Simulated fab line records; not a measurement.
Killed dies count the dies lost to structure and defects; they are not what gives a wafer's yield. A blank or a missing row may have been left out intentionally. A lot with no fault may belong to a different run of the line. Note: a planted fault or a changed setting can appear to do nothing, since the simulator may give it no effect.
fab line records + flow n5Finfet
[record]
- lots = 4
- wafers = 12
- lastDay = 17
route steps=1938 shown BEOL_M4@1099 BEOL_M5@1112 BEOL_M12@1609 PASSIVATION@1936
lots that met no fault: taken from a fault-free run of the same line
startH: the number of hours between the record's first day and the start of the first shown wafer of the lot + waitH: hours since the lot's step before + " unchanged from the row above + L1.1+2: one row covering several wafers at once + - no value present, or no start provided + * or withheld: withheld + < > ~ a bound
route shown NAME@n: NAME is a module with steps in the file, n the number in the route of the first one + usual: mean/standard deviation of fault-free wafers + same: alike in all rows + chamber/n: place in a boat + sites: readings site by site + _std_site: their standard deviation + _edge_site: mean of outer sites minus mean of inner sites + radiusMm: how far each site lies from the wafer's centre + mask NAME#n: copy n + behind: the last tool/chamber to shape the wafer + hold: why the lot went on hold/how many hours it stayed there/how the hold came to an end + device: whichever transistor did not switch (one of n, p or np) + end of line: the same wafers' tests at the end of the route + for a step that has no rows: nothing shown but its recipe + killed: at the first sort, the dies lost to defects and structure; wafer yield is something else + map: the dies of a wafer, with x for killed, . for not killed, _ for no die there
set.NAME: setting as actually run; set.NAME@STEP: the setting as run at that earlier step + model.NAME: the simulator's own value behind a step, which no gauge read
certain route steps with their lots: each step a table, each wafer a row
services: when a tool's chamber went out of use (startH, in hours from the record's first day, below 0 if earlier), for how many hours, and the reason
[[steps]]
[step N5_BEOL_M4_ANNEAL_95]
[recipe]
- tempC = 400
- timeS = 240
- ambient = vacuum
[step N5_BEOL_M4_SPUTTER_96]
[recipe]
- material = Cu
- targetThkA = 45
- tempC = -20
- chamberPressurePa = 0.07
- powerW = withheld
- timeS = 8.29
[step N5_BEOL_M4_ECD_50]
[recipe]
- material = Cu
- targetThkA = 3000
[step N5_BEOL_M4_ANNEAL_51]
[recipe]
- tempC = 225
- timeS = 90
- ambient = N2
[step N5_BEOL_M4_CMP_52]
[recipe]
- stopOn = SiOC
- tOverpolishS = 6.8
- downForcePsi = 1
- platenRpm = 50
- clearingPlatenDownForcePsi = 1.5
- clearingPlatenRpm = 50
- postCmpClean = cuAlkaline
- targetThkNm = 40
- clearingPlatenPadVelocityMS = 0.99484
- padVelocityMS = 0.99484
[step N5_BEOL_M4_PRE_CLEAN_60]
[recipe]
- gas = NH3/H2
- timeS = 15
- tempC = *
- rfPowerW = 300
[step N5_BEOL_M4_CO_CAP_55]
[recipe]
- material = Co
- targetThkA = 20
- tempC = 200
- precursor = CCTBA/H2
- pressureTorr = 30
- timeS = 102.1
[step N5_BEOL_M4_PRE_CLEAN_56]
[recipe]
- gas = NH3
- timeS = 15
- tempC = withheld
- rfPowerW = 300
[step N5_BEOL_M4_DEP_57]
[recipe]
- material = SiCN
- targetThkA = 80
- tempC = withheld
- precursor = 3MS/NH3
- pressureTorr = 3
- rfW = 202
- timeS = 14
[step N5_BEOL_M4_RC_MEAS_101]
[usual]
- DIBL_N = 36.4/2
- DIBL_P = 36.1/2.5
- IOFF_N = 0.16/0.037
- IOFF_P = 0.20/0.038
- ION_N = 670/13
- ION_P = 459/8.3
- SS_N = 71.6/0.69
- SS_P = 73.3/0.72
- VT_N = 250/3.4
- VT_P = -251/3.1
| lot.wafer | tool      | chamber | startH | waitH | DIBL_N[mV/V] | DIBL_P[mV/V] | IOFF_N[nA/um] | IOFF_P[nA/um] | ION_N[uA/um] | ION_P[uA/um] | SS_N[mV/dec] | SS_P[mV/dec] | VT_N[mV] | VT_P[mV] |
|-----------|-----------|---------|--------|-------|--------------|--------------|---------------|---------------|--------------|--------------|--------------|--------------|----------|----------|
| L940.1    | prober-02 | 0       | 177.22 | 0.0   | 41.0         | 41.8         | 0.23          | 0.24          | 683          | 462          | 72.8         | 74.0         | 248      | -252     |
| L940.3    | "         | 0       | "      | "     | 40.0         | 41.1         | 0.21          | 0.25          | 681          | 461          | 72.7         | 73.7         | 246      | -250     |
| L940.4    | "         | 0       | "      | "     | 35.3         | 34.9         | 0.12          | 0.14          | 667          | 444          | 71.6         | 72.3         | 257      | -255     |
| L953.4    | prober-01 | 0       | 244.36 | 0.5   | 33.6         | 30.8         | 0.10          | 0.15          | 651          | 451          | 70.8         | 71.6         | 256      | -254     |
| L953.5    | "         | 0       | "      | "     | 37.2         | 35.7         | 0.14          | 0.23          | 667          | 464          | 71.6         | 72.9         | 251      | -249     |
| L953.6    | "         | 0       | "      | "     | 34.4         | 30.3         | 0.11          | 0.15          | 654          | 452          | 70.1         | 71.6         | 253      | -255     |
| L954.2    | prober-02 | 0       | 251.12 | 0.2   | 35.6         | 34.9         | 0.14          | 0.19          | 676          | 468          | 71.2         | 72.7         | 251      | -251     |
| L954.5    | "         | 0       | "      | "     | 34.9         | 34.6         | 0.14          | 0.18          | 659          | 457          | 71.1         | 72.5         | 250      | -252     |
| L954.6    | "         | 0       | "      | "     | 38.1         | 38.5         | 0.18          | 0.24          | 678          | 462          | 71.9         | 74.0         | 250      | -251     |
| L960.1    | prober-02 | 0       | 300.01 | 0.0   | 34.8         | 35.3         | 0.13          | 0.16          | 656          | 450          | 71.1         | 73.1         | 254      | -258     |
| L960.2    | "         | 0       | "      | "     | 37.0         | 38.6         | 0.18          | 0.20          | 696          | 472          | 70.9         | 73.8         | 247      | -252     |
| L960.4    | "         | 0       | "      | "     | 38.4         | 38.1         | 0.19          | 0.19          | 669          | 447          | 71.8         | 73.3         | 249      | -255     |
[step N5_BEOL_M5_ILD_DEP_00]
[recipe]
- material = SiCOH_lowk
- targetThkA = 1406.4
- tempC = 300
- precursor = DEMS/porogen
- pressureTorr = 5
- rfW = 500
- timeS = 25.9
[step N5_BEOL_M5_CURE_79]
[recipe]
- tempC = 385
- timeS = 240
- ambient = He/Ar
- material = SiCOH_lowk
[step N5_BEOL_M5_PECVD_70]
[recipe]
- material = SiO2
- targetThkA = 160
- tempC = 400
- precursor = TEOS/O2
- pressureTorr = 5.5
- rfW = 450
- teosFlowSccm = 53.8
- gas = O2
- flowSccm = 3000
- timeS = 18
[step N5_BEOL_M5_HM_DEP_02]
[recipe]
- material = TiN
- targetThkA = 200
- tempC = 25
- chamberPressurePa = 0.49996
[step N5_BEOL_M5_COAT_59]
[recipe]
- resist = SOC
- tempC = 250
- timeS = 60
- spinRpm = 1500
- resistThkNm = 60
[step N5_BEOL_M5_COAT_60]
[recipe]
- resist = SiARC
- tempC = 220
- timeS = 60
- spinRpm = 1500
- resistThkNm = 12
[step N5_BEOL_M5_COAT_71]
[recipe]
- resist = underlayer
- tempC = 205
- timeS = 60
- spinRpm = 1500
- resistThkNm = 5
[step N5_BEOL_M5_COAT_05]
[recipe]
- resist = CAR-EUV
- spinRpm = 1500
- resistThkNm = 30
[step N5_BEOL_M5_EBR_07]
[recipe]
- solvent = PGMEA
- ebrWidthMm = 1.5
[step N5_BEOL_M5_SOFTBAKE_06]
[recipe]
- tempC = 110
- timeS = 60
- resist = CAR-EUV
[step N5_BEOL_M5_EXPOSE_08]
[recipe]
- maskId = M5
- na = 0.33
- sourceShape = annular
- sigmaInner = 0.4
- sigmaOuter = 0.8
- polarization = unpolarized
- targetCdNm = 28
- doseMj = 35.75
[step N5_BEOL_M5_PEB_09]
[recipe]
- pebTempC = 100
- pebTimeS = 60
- resist = CAR-EUV
[step N5_BEOL_M5_DEVELOP_10]
[recipe]
- developTimeS = 30
- developer = TMAH
- resist = CAR-EUV
- rinseLiquid = surfactantRinse
- dry = airSpin
- devTempC = 23
[step N5_BEOL_M5_DESCUM_16]
[recipe]
- chemistry = O2
- timeS = 7
- sourcePowerW = 50
- biasPowerW = 20
- pressureMtorr = 20
- rfFrequencyHz = 2.712e+07
- tempC = 40
- resist = CAR-EUV
- o2FlowSccm = 225
[step N5_BEOL_M5_ETCH_72]
[recipe]
- chemistry = N2/H2
- target = underlayer
- targetDepthA = 65
- maskMaterial = CAR-EUV
- timeS = 5.2
- ionEnergyEv = 200
- pressureMtorr = 30
- sourceW = 840
- biasW = 150
- n2FlowSccm = 200
- h2FlowSccm = 200
- ends = cleared
[step N5_BEOL_M5_ETCH_61]
[recipe]
- chemistry = CF4
- target = SiARC
- targetDepthA = 156
- maskMaterial = CAR-EUV
- timeS = 26
- ionEnergyEv = 80
- pressureMtorr = 40
- sourceW = 545
- biasW = 36
- Ar_flow_sccm = 100
- cf4FlowSccm = 100
- ends = cleared
[step N5_BEOL_M5_ETCH_62]
[recipe]
- chemistry = N2/H2
- target = SOC
- targetDepthA = 750
- overetchA = 150
- maskMaterial = SiARC
- tempC = 40
- timeS = 112.5
- ionEnergyEv = 200
- pressureMtorr = 30
- sourceW = 840
- biasW = 150
- n2FlowSccm = 200
- h2FlowSccm = 200
[step N5_BEOL_M5_STRIP_63]
[recipe]
- chemistry = N2/H2
- tempC = 40
- n2FlowSccm = 200
- h2FlowSccm = 200
- rfFrequencyHz = 6e+07
[step N5_BEOL_M5_STRIP_73]
[recipe]
- chemistry = N2/H2
- tempC = 40
- n2FlowSccm = 200
- h2FlowSccm = 200
- rfFrequencyHz = 6e+07
[step N5_BEOL_M5_STRIP_64]
[recipe]
- chemistry = CF4
- resist = SiARC
- powerW = 300
- biasPowerW = 75
- pressureMtorr = 50
- cf4FlowSccm = 150
- rfFrequencyHz = 6e+07
[step N5_BEOL_M5_HM_OPEN_17]
[recipe]
- chemistry = Cl2/BCl3
- targetDepthA = 200
- overetchA = 60
- target = TiN
- maskMaterial = SOC
- ionEnergyEv = 150
- pressureMtorr = 10
- icpW = 1000
- biasW = 126
- Cl2_flow_sccm = 53.25
- bcl3FlowSccm = 21.75
- Ar_flow_sccm = 25
[step N5_BEOL_M5_STRIP_19]
[recipe]
- chemistry = O2
- powerW = 400
- tempC = 40
- pressureMtorr = 30
- rfFrequencyHz = 6e+07
- biasPowerW = 0
- overashFraction = 0.2
- o2FlowSccm = 225
[step N5_BEOL_M5_COAT_65]
[recipe]
- resist = SOC
- tempC = 250
- timeS = 60
- spinRpm = 1500
- resistThkNm = 60
[step N5_BEOL_M5_COAT_66]
[recipe]
- resist = SiARC
- tempC = 220
- timeS = 60
- spinRpm = 1500
- resistThkNm = 12
[step N5_BEOL_M12_PEB_08]
[recipe]
- pebTempC = 130
- pebTimeS = 90
[usual]
- heaterPowerTotalW = 172.5/0.77
- plateTempC = 130.00/0.14
| lot.wafer | tool          | chamber | startH | waitH | heaterPowerTotalW | plateTempC |
|-----------|---------------|---------|--------|-------|-------------------|------------|
| L940.1    | lithoTrack-01 | 0       | 234.79 | 0.1   | 173.8             | 130.18     |
| L940.3    | "             | 0       | "      | "     | 171.0             | 130.12     |
| L940.4    | "             | 0       | "      | "     | 171.9             | 130.20     |
| L953.4    | lithoTrack-01 | 0       | 305.39 | 0.0   | 163.6             | 125.34     |
| L953.5    | "             | 0       | "      | "     | 165.0             | 125.45     |
| L953.6    | "             | 0       | "      | "     | 164.1             | 125.42     |
| L954.2    | lithoTrack-01 | 0       | 316.40 | 0.0   | 163.3             | 125.56     |
| L954.5    | "             | 0       | "      | "     | 163.1             | 125.61     |
| L954.6    | "             | 0       | "      | "     | 164.7             | 125.64     |
| L960.1    | lithoTrack-05 | 0       | 370.41 | 0.1   | 172.4             | 130.04     |
| L960.2    | "             | 0       | "      | "     | 173.5             | 130.06     |
| L960.4    | "             | 0       | "      | "     | 173.3             | 130.07     |
[step N5_BEOL_M12_CD_MEAS_10]
[recipe]
- targetCdNm = 140
- landingEnergyEv = 500
- detector = seInlens
- polarity = opening
[usual]
- cdNm = 141.3/2.6
| lot.wafer | tool     | chamber | startH | waitH | cdNm  |
|-----------|----------|---------|--------|-------|-------|
| L940.1    | cdSem-03 | 0       | 234.90 | -     | 141.1 |
| L940.3    | "        | 0       | "      | "     | 139.5 |
| L940.4    | "        | 0       | "      | "     | 144.4 |
| L953.4    | cdSem-01 | 0       | 305.51 | -     | 123.2 |
| L953.5    | "        | 0       | "      | "     | 120.8 |
| L953.6    | "        | 0       | "      | "     | 121.0 |
| L954.2    | cdSem-03 | 0       | 316.52 | -     | 122.0 |
| L954.5    | "        | 0       | "      | "     | 127.6 |
| L954.6    | "        | 0       | "      | "     | 125.2 |
| L960.1    | cdSem-01 | 0       | 370.52 | -     | 137.4 |
| L960.2    | "        | 0       | "      | "     | 138.9 |
| L960.4    | "        | 0       | "      | "     | 137.4 |
[step N5_PASSIVATION_PROBE_49]
[usual]
- defectLimitedYield = 91.2/1.6
- killed_at_M0_to_M3 = 34/11
- killed_at_M4_up = 13/5.2
- killedAtContacts = 13/6.3
- killedAtFrontEnd = 40/14
- killedAtOther = 3.2/2.4
- killedDies = 104/19
- killedOnRim = 14/4.2
- killedOpen = 69/14
- killedShort = 32/7.5
- sort_bin_5_function = 5.3/1.1
- sort_bin_6_memory = 3.2/0.73
- sort_bin_8_speed = 0.01/0.038
- sortNPass = 1076/19
- sortYieldPct = 91.2/1.6
[same]
- grossDies = 1180
- killedAtBackSide = 0
- sort_bin_4_leakage[%] = 0
| lot.wafer | tool      | chamber | startH | waitH | defectLimitedYield[%] | killed_at_M0_to_M3 | killed_at_M4_up | killedAtContacts | killedAtFrontEnd | killedAtOther | killedDies | killedOnRim | killedOpen | killedShort | sort_bin_5_function[%] | sort_bin_6_memory[%] | sort_bin_8_speed[%] | sortNPass | sortYieldPct[%] |
|-----------|-----------|---------|--------|-------|-----------------------|--------------------|-----------------|------------------|------------------|---------------|------------|-------------|------------|-------------|------------------------|----------------------|---------------------|-----------|-----------------|
| L940.1    | prober-02 | -       | 277.15 | 0.0   | 89.1                  | 28                 | 8               | 11               | 80               | 2             | 129        | 18          | 85         | 41          | 6.3                    | 4.2                  | 0.08                | 1051      | 89.1            |
| L940.3    | prober-02 | -       | 277.25 | 0.1   | 88.9                  | 25                 | 13              | 18               | 66               | 9             | 131        | 14          | 81         | 42          | 7.3                    | 3.3                  | 0                   | 1049      | 88.9            |
| L940.4    | prober-02 | -       | 277.30 | 0.2   | 91.8                  | 12                 | 12              | 14               | 59               | 0             | 97         | 22          | 69         | 27          | 5.0                    | 3.1                  | 0                   | 1083      | 91.8            |
| L953.4    | prober-02 | -       | 347.55 | 0.2   | 86.4                  | 32                 | 50              | 14               | 58               | 6             | 160        | 28          | 87         | 34          | 8.6                    | 4.5                  | 0                   | 1020      | 86.4            |
| L953.5    | prober-02 | -       | 347.60 | 0.2   | 83.1                  | 38                 | 62              | 16               | 80               | 3             | 199        | 24          | 107        | 38          | 11.9                   | 4.2                  | 0                   | 981       | 83.1            |
| L953.6    | prober-02 | -       | 347.65 | 0.3   | 84.6                  | 49                 | 54              | 16               | 63               | 0             | 182        | 31          | 99         | 46          | 9.7                    | 5.3                  | 0                   | 998       | 84.6            |
| L954.2    | prober-02 | -       | 364.54 | 0.1   | 85.5                  | 52                 | 56              | 19               | 39               | 5             | 171        | 34          | 95         | 41          | 9.9                    | 4.4                  | 0                   | 1009      | 85.5            |
| L954.5    | prober-02 | -       | 364.69 | 0.2   | 91.7                  | 32                 | 15              | 14               | 33               | 4             | 98         | 15          | 58         | 27          | 5.6                    | 2.5                  | 0                   | 1082      | 91.7            |
| L954.6    | prober-02 | -       | 364.74 | 0.3   | 88.1                  | 64                 | 22              | 14               | 37               | 4             | 141        | 20          | 83         | 39          | 7.1                    | 4.6                  | 0                   | 1039      | 88.1            |
| L960.1    | prober-02 | -       | 406.43 | 0.0   | 89.6                  | 38                 | 15              | 10               | 52               | 8             | 123        | 25          | 87         | 33          | 7.4                    | 2.8                  | 0                   | 1057      | 89.6            |
| L960.2    | prober-02 | -       | 406.48 | 0.1   | 91.9                  | 16                 | 18              | 1                | 60               | 0             | 95         | 10          | 61         | 33          | 4.2                    | 3.6                  | 0                   | 1085      | 91.9            |
| L960.4    | prober-02 | -       | 406.58 | 0.2   | 90.6                  | 33                 | 14              | 12               | 51               | 1             | 111        | 15          | 75         | 31          | 5.5                    | 3.2                  | 0                   | 1069      | 90.6            |
// killed by level:class
L940.1 STI_FIN_REVEAL:geometricParticle:open=17 FIN_SAQP:geometricParticle:short=14 FIN_SAQP:geometricParticle:open=12 DUMMY_GATE:geometricParticle:open=11 BEOL_M3:geometricParticle:open=9 MOL_CONTACT_COAG:geometricParticle:open=9 GATE_CUT:geometricParticle:short=7 BEOL_M1:geometricParticle:open=7
L940.3 STI_FIN_REVEAL:geometricParticle:open=22 MOL_CONTACT_COAG:geometricParticle:open=11 BEOL_M0_SAQP:geometricParticle:short=8 PASSIVATION:areaEtch=8 FIN_SAQP:geometricParticle:open=7 STI_FIN_REVEAL:geometricParticle:short=7 MOL_CONTACT_COAG:geometricParticle:short=7 BEOL_M4:geometricParticle:open=7
L940.4 STI_FIN_REVEAL:geometricParticle:open=24 MOL_CONTACT_COAG:geometricParticle:open=11 FIN_SAQP:geometricParticle:short=10 FIN_SAQP:geometricParticle:open=7 BEOL_M0_SAQP:geometricParticle:short=5 BEOL_M4:geometricParticle:open=5 STARTING-WAFER:geometricParticle:short=5 GATE_CUT:geometricParticle:open=3
L953.4 BEOL_M12:areaPeb=37 FIN_SAQP:geometricParticle:open=15 MOL_CONTACT_COAG:geometricParticle:open=13 STI_FIN_REVEAL:geometricParticle:open=12 BEOL_M2:geometricParticle:open=9 BEOL_M4:geometricParticle:open=8 BEOL_M0_SAQP:geometricParticle:open=6 BEOL_M0_SAQP:geometricParticle:short=6
L953.5 BEOL_M12:areaPeb=45 STI_FIN_REVEAL:geometricParticle:open=33 MOL_CONTACT_COAG:geometricParticle:open=13 FIN_SAQP:geometricParticle:open=12 BEOL_M0_SAQP:geometricParticle:short=11 BEOL_M0_SAQP:geometricParticle:open=9 BEOL_M4:geometricParticle:open=9 STI_FIN_REVEAL:geometricParticle:short=7
L953.6 BEOL_M12:areaPeb=32 STI_FIN_REVEAL:geometricParticle:open=15 FIN_SAQP:geometricParticle:open=13 MOL_CONTACT_COAG:geometricParticle:open=12 BEOL_M4:geometricParticle:open=12 FIN_SAQP:geometricParticle:short=9 BEOL_M2:geometricParticle:open=9 BEOL_M0:geometricParticle:open=7
L954.2 BEOL_M12:areaPeb=34 MOL_CONTACT_COAG:geometricParticle:open=15 BEOL_M4:geometricParticle:open=15 BEOL_M0_SAQP:geometricParticle:short=12 BEOL_M0_SAQP:geometricParticle:open=12 BEOL_M3:geometricParticle:open=9 FIN_SAQP:geometricParticle:open=9 STI_FIN_REVEAL:geometricParticle:open=6
L954.5 FIN_SAQP:geometricParticle:open=8 MOL_CONTACT_COAG:geometricParticle:open=8 BEOL_M0_SAQP:geometricParticle:open=8 BEOL_M0_SAQP:geometricParticle:short=7 BEOL_M2:geometricParticle:open=7 BEOL_M12:areaPeb=6 DUMMY_GATE:geometricParticle:open=5 BEOL_M0:geometricParticle:open=5
L954.6 BEOL_M0_SAQP:geometricParticle:open=15 BEOL_M1:geometricParticle:open=15 BEOL_M12:areaPeb=13 GATE_CUT:geometricParticle:short=10 BEOL_M3:geometricParticle:open=9 MOL_CONTACT_COAG:geometricParticle:open=8 BEOL_M0_SAQP:geometricParticle:short=8 BEOL_M2:geometricParticle:open=7
L960.1 BEOL_M0_SAQP:geometricParticle:open=12 FIN_SAQP:geometricParticle:open=11 BEOL_M3:geometricParticle:open=11 GATE_CUT:geometricParticle:short=8 MOL_CONTACT_COAG:geometricParticle:open=8 DUMMY_GATE:geometricParticle:open=7 FIN_SAQP:geometricParticle:short=6 BEOL_M1:geometricParticle:open=5
L960.2 FIN_SAQP:geometricParticle:open=23 FIN_SAQP:geometricParticle:short=15 DUMMY_GATE:geometricParticle:open=5 GATE_CUT:geometricParticle:short=5 BEOL_M4:geometricParticle:open=5 BEOL_M5:geometricParticle:open=5 BEOL_M1:geometricParticle:open=3 BEOL_M2:geometricParticle:open=3
L960.4 BEOL_M3:geometricParticle:open=16 MOL_CONTACT_COAG:geometricParticle:open=11 FIN_SAQP:geometricParticle:open=9 FIN_SAQP:geometricParticle:short=9 STI_FIN_REVEAL:geometricParticle:open=7 BEOL_M4:geometricParticle:open=6 DUMMY_GATE:geometricParticle:open=5 ILD0:geometricParticle:short=5
// map L953.5 (x killed, . not)
_________________....x..x..xx________________
______________.................._____________
___________.x..x...........x....xx.__________
__________...............x.........._________
________.......x........x...x......x.._______
_______.................x..x...........______
______.............x.....x.x...xx.x....._____
_____..................x..............x.x____
____......................x..x............___
___...............x...x....................__
___..x...x....x..x.x.x..........x.x........__
__..x..x.........................x.........._
__....xxx.x................................._
_....x.....x.....xx...x......x...x..x..x..x..
_........x..x......x......x...........x......
_....xx..xx............xx.x...x...x.........x
_................x.x...x............xx.....x.
_...........x....x.......x....x....xx...x...x
_.....x....x..x.x..................x...x.x...
_.................x........x......x....x.xx..
_.x............................x..x.x..x..x.x
__..xxx.x.xx...x..x............x...x...x...x_
__................x....x........xx....xxx.xx_
___..............x.........x..x...xx.....x.__
___.......x.............x......x........x..__
____..x.........x...x....x..xx..x..x..x.x.___
_____..x...x..x......x.xx...x.....x...x..____
______..xx......x.x........x....xx......_____
_______.......x........x...x...xxxxxxx.______
________x.......x...x.x.x.x..xx......._______
__________.x.x.x..xx...x.x....x....._________
___________....x.x....x.x..xxxx....__________
______________..x.........x..xx._____________
_________________........x...________________
// map L954.2 (x killed, . not)
_________________x....x......________________
______________..x.x......xx...x._____________
___________.....x...x......x.......__________
__________................x........._________
________.............................._______
_______..x........x...........x........______
______...........xxx..x................._____
_____..x.xx......................x.....x.____
____.......x..............................___
___...x..x...x.............xx.............x__
___.x..........x.x....................x....__
__...x...............x....x..........x......_
__.......x..x..........x.x.................._
_x..x...........x...............xx..x......x.
_.xx.........x...x..........x.x.x...x.....x..
_.....xx.........x.xx..x.......x........x..x.
_..xx.xx.xxx..................x..x.x..x.x....
_........x..............x..x..............x.x
_...........x..xx..........................x.
_.x....x....x..........x...................x.
_...............................x....x.x.x.xx
__......x..xx.......x.....x......x.x....x..x_
__.x......x.x.....................x.......xx_
___...xx..x................x.............x.__
___...x....x...x.......x.....x.xxx.........__
____..x......x......................xxx..x___
_____......x.x.....x..................x.x____
______x.....x.............xx..x........._____
_______............x...........x.......______
________x.x..........x...............x_______
__________x..........x.x....x...x.x._________
___________.....xx.....x......x.xxx__________
______________..xx.x..........x._____________
_________________.xx..x.x.x..________________
[[services]]
| tool          | chamber | startH | hours | kind                     |
|---------------|---------|--------|-------|--------------------------|
| lithoTrack-05 | -       | 214.03 | -     | consumableReplace:filter |
| lithoTrack-01 | -       | 344.47 | -     | consumableReplace:filter |
[[key]]
[firstSign]
- step = N5_BEOL_M12_PEB_08
- reading = plateTempC
- direction = down
- sigmas = 32
- usual = *
- struck = *
[effect]
- step = N5_BEOL_M12_PEB_08
- reading = heaterPowerTotalW
- direction = down
- sigmas = 11
- usual = *
- struck = *
[effect]
- step = N5_BEOL_M12_CD_MEAS_10
- reading = cdNm
- direction = down
- sigmas = 7
- usual = 141.3
- struck = 123.3
- through = controlLoop
[effect]
- step = N5_PASSIVATION_PROBE_49
- reading = killed_at_M4_up
- direction = up
- sigmas = 5.8
- usual = 13
- struck = 43
- wafersMoved = 5
[moreKillsBornAt]
- N5_BEOL_M12_PEB_08@lithoTrack-01 = 167
metAt N5_BEOL_M12_PEB_08
struckWafers L953.4,L953.5,L953.6,L954.2,L954.5,L954.6
[loopTrim]
- step = N5_BEOL_M12_EXPOSE_07
- setting = dose
- lots = L954
onsetBetween 234.79 305.39
[fault]
- kind = processParameterDrift
- tool = lithoTrack-01
- chamber = -
- onsetH = 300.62
- steps = N5_BEOL_M12_PEB_08
- channel = pebTempC
- offset = *
- shape = step
- endH = 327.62
- actsIn = *
- stated = *
// loopTrim: a control loop set the setting to another value than it would have without faults
